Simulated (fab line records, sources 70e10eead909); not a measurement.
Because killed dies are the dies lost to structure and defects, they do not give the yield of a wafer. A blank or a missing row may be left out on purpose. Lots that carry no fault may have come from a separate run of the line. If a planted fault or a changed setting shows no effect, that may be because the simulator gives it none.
Chamber matching -- flow nand harc -- NHARC_A_SGD_CUT_DEP_00 on pecvd-01 has 3 sister chambers
The step deposits SiNx, target thk 50 nm. 20 wafers are shown with their chamber, then 10 later ones without.

## WAFERS PAIRED WITH THEIR CHAMBERS
wafer,chamber,heater power w (W)
L074.2,1,575
L074.5,1,584
L074.6,0,745
L078.1,2,639
L078.4,2,671
L078.5,0,729
L082.1,1,607
L082.4,0,630
L082.6,1,597
L083.1,1,536
L083.5,2,607
L083.6,0,723
L086.1,2,618
L086.3,1,552
L086.4,1,558
L085.2,1,592
L085.4,0,598
L085.6,1,605
L090.1,2,579
L090.4,0,727

SIGNATURES (averages over the wafers above)
reading,chamber 0,chamber 1,chamber 2,scatter within a chamber
heater power w,692.00,578.44,622.80,41.2
Rule: distance of a wafer from a chamber = root of the sum over the readings of ((wafer's reading minus chamber's mean) / reading's scatter) squared. The wafer belongs to the nearest chamber; if the next one is less than 2 further off, it can't be placed. How the scatter is found: for the shown wafers, subtract from each reading the mean of its chamber, square and add these, divide the total by (wafers less chambers), then take the root.

## WAFERS WITH NO CHAMBER GIVEN
wafer,heater power w (W)
L090.5,584
L093.2,591
L093.3,701
L093.6,574
L095.2,585
L095.3,618
L095.6,589
L097.3,612
L097.4,627
L097.6,621

## THE CHAMBER EACH PASSED THROUGH
wafer,from the rows above,in truth
L090.5,can't be placed: 1 or 2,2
L093.2,can't be placed: 1 or 2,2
L093.3,can't be placed: 0 or 2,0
L093.6,can't be placed: 1 or 2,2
L095.2,can't be placed: 1 or 2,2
L095.3,can't be placed: 2 or 1 or 0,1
L095.6,can't be placed: 1 or 2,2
L097.3,can't be placed: 2 or 1 or 0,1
L097.4,can't be placed: 2 or 1 or 0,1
L097.6,can't be placed: 2 or 1 or 0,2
Correct placement for 0 of the 10. Cannot be placed on the basis of these rows: 10; the candidates contain the true chamber in 10. Placed wrongly: 0.
